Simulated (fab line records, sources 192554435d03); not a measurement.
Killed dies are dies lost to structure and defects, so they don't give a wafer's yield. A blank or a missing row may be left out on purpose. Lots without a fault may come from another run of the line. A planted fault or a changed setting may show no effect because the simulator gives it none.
A struck lot beside a sound one | flow n5_finfet | 26 steps out of a route of 1938
Sound: wafers L926.1, L926.3, L926.5. Struck: wafer L933.3. (L933.1, L933.5 of the same lot were not struck and are left out.) The cause comes at the end.
At each step with rows: each side's tool, then ch and its chambers, then its first start. Under that, the readings that differ: sound wafers | struck wafers | difference of the means | sigmas: that difference in standard deviations of wafers without a fault.
alike: readings whose means differ by less than 2 such deviations, and words and numbers that are the same on both sides. not compared: withheld readings, readings that some wafer has no value for, bounds like >300 that may hide the same value, and numbers for which the record gives no deviation and whose values overlap.
The two part at a step that has a row with sigmas, a row that says differs or no value, or rows on one side only. Numbers that don't overlap but have no deviation are shown without sigmas and don't part them. A reading that every wafer of one side lacks parts them only if that side has two wafers or more.

first, 10 steps without rows for these wafers: N5_FIN_SAQP_PRECLEAN_42 (cleans in O3/DIW, time 60 s); N5_FIN_SAQP_PRECLEAN_00 (cleans in SC1, time 60 s); N5_FIN_SAQP_PRECLEAN_44 (cleans in SC2, time 45 s); N5_FIN_SAQP_SRD_01 (time 30 s); N5_FIN_SAQP_ALD_61 (deposits SiO2, target thk 4 nm, pulse time 1 s, purge time 2 s); N5_FIN_SAQP_DENSIFY_62 (time 60 s); N5_FIN_SAQP_HM_DEP_03 (deposits SiNx from SiH4/NH3/N2, target thk 38 nm, time 33.6 s); N5_FIN_SAQP_PECVD_47 (deposits a-Si from SiH4/He, target thk 45 nm, time 36.3 s); N5_FIN_SAQP_PECVD_48 (deposits SiNx from SiH4/NH3/N2, target thk 25 nm, time 22.1 s); N5_FIN_SAQP_PECVD_06 (deposits a-Si from SiH4/He, target thk 60 nm, time 48.1 s).
N5_FIN_SAQP_HM_DEP_72: deposits SiO2 from SiH4/N2O, target thk 12 nm, time 7.2 s.
  sound on pecvd-01 ch 0,1,2, day 2 15:32; struck on pecvd-01 ch 2, day 4 10:26
  reading                                      | sound             | struck | difference | sigmas
  model.SiO2_of_FIN_SAQP_HM_DEP_72.thk_nm (nm) | 11.62 12.15 12.16 | 11.28  | -0.70      |
  alike: heater_power_w, showerhead_plenum_p_Torr, showerhead_vpp_V
then, 12 steps without rows for these wafers: N5_FIN_SAQP_COAT_49 (time 60 s, resist thk 100 nm); N5_FIN_SAQP_COAT_50 (time 60 s, resist thk 35 nm); N5_FIN_SAQP_COAT_10 (resist thk 90 nm); N5_FIN_SAQP_EBR_12; N5_FIN_SAQP_SOFTBAKE_11 (time 60 s); N5_FIN_SAQP_EXPOSE_13 (exposes mask FIN CORE, target cd 35.6 nm); N5_FIN_SAQP_PEB_14 (peb time 60 s); N5_FIN_SAQP_DEVELOP_15 (develop time 30 s); N5_FIN_SAQP_DESCUM_21 (chemistry O2, time 7.9 s); N5_FIN_SAQP_ETCH_51 (etches SiARC in CF4, target depth 45.5 nm, time 75.8 s); N5_FIN_SAQP_ETCH_52 (etches SOC in N2/H2, target depth 100 nm, overetch 20 nm, time 150 s); N5_FIN_SAQP_STRIP_53 (strips in N2/H2).
N5_FIN_SAQP_HM_OPEN_73: chemistry CHF3/O2, target SiO2, stops on a-Si, target depth 12 nm, time 16.8 s.
  sound on rie_diel-01 ch 0,1, day 2 16:17; struck on rie_diel-01 ch 1, day 4 11:32
  reading                  | sound             | struck | difference | sigmas
  model.etch.depth_nm (nm) | 11.62 12.15 12.16 | 11.28  | -0.70      |
  alike: CHF3_flow_sccm, drypump_motor_current_A, oes_product_au, rf_vpp_V, showerhead_plenum_p_Torr, throttle_valve_pct
  not compared: rf_hours_counter_h
then, 1 step without rows for these wafers: N5_FIN_SAQP_STRIP_74 (strips in CHF3/O2).
-- the record jumps here: 6 days lie between the struck wafers' starts before and after (it left off in module FIN_SAQP and takes up again in module BEOL_M4, whose first step shown is number 1111 of the route) --
N5_BEOL_M4_RC_MEAS_101:
  sound on prober-01 ch 0, day 9 03:01; struck on prober-01 ch 0, day 10 21:55
  reading   | sound          | struck | difference | sigmas
  VT_P (mV) | -248 -241 -246 | -253   | -8         | -2
  alike: DIBL_N, DIBL_P, IOFF_N, IOFF_P, ION_N, ION_P, SS_N, SS_P, VT_N

WHERE THEY PART
Only at N5_BEOL_M4_RC_MEAS_101, within this record.

WHY: what the simulator had put in
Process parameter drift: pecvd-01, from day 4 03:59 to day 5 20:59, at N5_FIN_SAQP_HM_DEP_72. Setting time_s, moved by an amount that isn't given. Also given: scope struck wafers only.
